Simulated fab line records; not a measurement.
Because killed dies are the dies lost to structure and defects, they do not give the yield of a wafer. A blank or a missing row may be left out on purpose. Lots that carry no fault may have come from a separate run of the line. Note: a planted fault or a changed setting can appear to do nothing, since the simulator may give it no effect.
Matching of chambers	flow n5_finfet	3 sister chambers for N5_BEOL_M0_SAQP_PECVD_96 on pecvd-03
The step deposits a-Si from SiH4/He, target thk 45 nm, time 45.2 s. 6 wafers are shown with their chamber, then 8 later ones without.

== WAFERS WITH THEIR CHAMBER ==
wafer	chamber	throttle_valve_pct (%)	heater_power_w (W)
L083.6	2	17.8	778
L084.2	1	20.2	584
L084.5	2	18.1	795
L086.1	1	20.3	597
L086.3	0	19.7	515
L087.1	0	19.5	530

== WAFERS WITH NO CHAMBER GIVEN ==
wafer	throttle_valve_pct (%)	heater_power_w (W)
L087.2	20.1	581
L087.6	20.2	582
L094.1	18.0	719
L094.3	20.2	524
L094.4	20.2	521
L095.2	19.4	509
L095.3	20.1	600
L095.4	19.4	520

== WHICH CHAMBER EACH ONE RAN IN ==
wafer	from the rows above	in truth
L087.2	1	1
L087.6	1	1
L094.1	2	2
L094.3	0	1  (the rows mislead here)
L094.4	0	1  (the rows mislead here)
L095.2	0	0
L095.3	1	1
L095.4	0	0
Correctly placed: 6 of 8. From these rows, 0 cannot be placed. Placed wrongly: 2.
How it was worked out, from the rows above alone: a wafer's distance from a chamber is the root of the sum, over the readings, of the square of ((its reading less the chamber's mean) divided by the reading's scatter). If the next closest chamber is less than 2 further off than the closest, the wafer can't be placed; otherwise it belongs to the closest. A chamber's mean is the mean of its shown wafers. The scatter: the root of (the sum of the squares of (reading less its chamber's mean) over the shown wafers, divided by (wafers less chambers)).
